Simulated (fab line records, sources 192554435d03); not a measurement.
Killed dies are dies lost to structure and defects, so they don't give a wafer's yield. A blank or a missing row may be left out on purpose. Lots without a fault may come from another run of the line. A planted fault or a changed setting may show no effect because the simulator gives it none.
Chamber matching | flow n5_finfet | N5_BEOL_M12_DESCUM_15 on rie_diel-04: 4 sister chambers
The step chemistry O2, time 7.9 s. 14 wafers are shown with their chamber, then 7 later ones without.

WAFERS WITH THEIR CHAMBER
wafer  | chamber | throttle_valve_pct (%) | showerhead_plenum_p_Torr (Torr) | oes_product_au (a.u.)
L077.4 | 3       | 20.50                  | 2.12                            | 0.82
L077.5 | 2       | 20.52                  | 2.12                            | 0.83
L077.6 | 1       | 20.40                  | 2.04                            | 0.87
L081.3 | 3       | 20.50                  | 2.12                            | 0.81
L081.5 | 1       | 20.44                  | 2.04                            | 0.84
L081.6 | 0       | 20.26                  | 2.06                            | 0.98
L082.2 | 2       | 20.51                  | 2.12                            | 0.81
L082.4 | 1       | 20.42                  | 2.04                            | 0.84
L082.5 | 1       | 20.43                  | 2.04                            | 0.84
L085.1 | 2       | 20.53                  | 2.11                            | 0.80
L085.2 | 0       | 20.27                  | 2.06                            | 0.94
L085.3 | 3       | 20.51                  | 2.11                            | 0.80
L086.4 | 1       | 20.42                  | 2.03                            | 0.83
L086.5 | 0       | 20.25                  | 2.06                            | 0.94

SIGNATURES (means of the wafers above)
reading                  | chamber 0 | chamber 1 | chamber 2 | chamber 3 | scatter within a chamber
throttle_valve_pct       | 20.2600   | 20.4220   | 20.5200   | 20.5033   | 0.0116
showerhead_plenum_p_Torr | 2.0600    | 2.0380    | 2.1167    | 2.1167    | 0.00462
oes_product_au           | 0.9533    | 0.8440    | 0.8133    | 0.8100    | 0.0163
Rule: a wafer's distance from a chamber is the root of the sum, over the readings, of the square of ((its reading less the chamber's mean) divided by the reading's scatter). The wafer belongs to the nearest chamber; if the next one is less than 2 further off, it can't be placed. The scatter: the root of (the sum of the squares of (reading less its chamber's mean) over the shown wafers, divided by (wafers less chambers)).

WAFERS WITHOUT THEIR CHAMBER
wafer  | throttle_valve_pct (%) | showerhead_plenum_p_Torr (Torr) | oes_product_au (a.u.)
L086.6 | 20.42                  | 2.03                            | 0.83
L088.2 | 20.26                  | 2.05                            | 0.94
L088.3 | 20.45                  | 2.03                            | 0.83
L088.5 | 20.53                  | 2.11                            | 0.79
L092.2 | 20.28                  | 2.05                            | 0.92
L092.5 | 20.45                  | 2.03                            | 0.83
L092.6 | 20.54                  | 2.11                            | 0.79

WHICH CHAMBER EACH WENT THROUGH
wafer  | from the rows above     | in truth
L086.6 | 1                       | 1
L088.2 | 0                       | 0
L088.3 | 1                       | 1
L088.5 | can't be placed: 2 or 3 | 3
L092.2 | 0                       | 0
L092.5 | 1                       | 1
L092.6 | can't be placed: 2 or 3 | 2
Placed correctly: 5 of 7. Can't be placed from these rows: 2 (the true chamber is among the candidates in 2). Placed wrongly: 0.
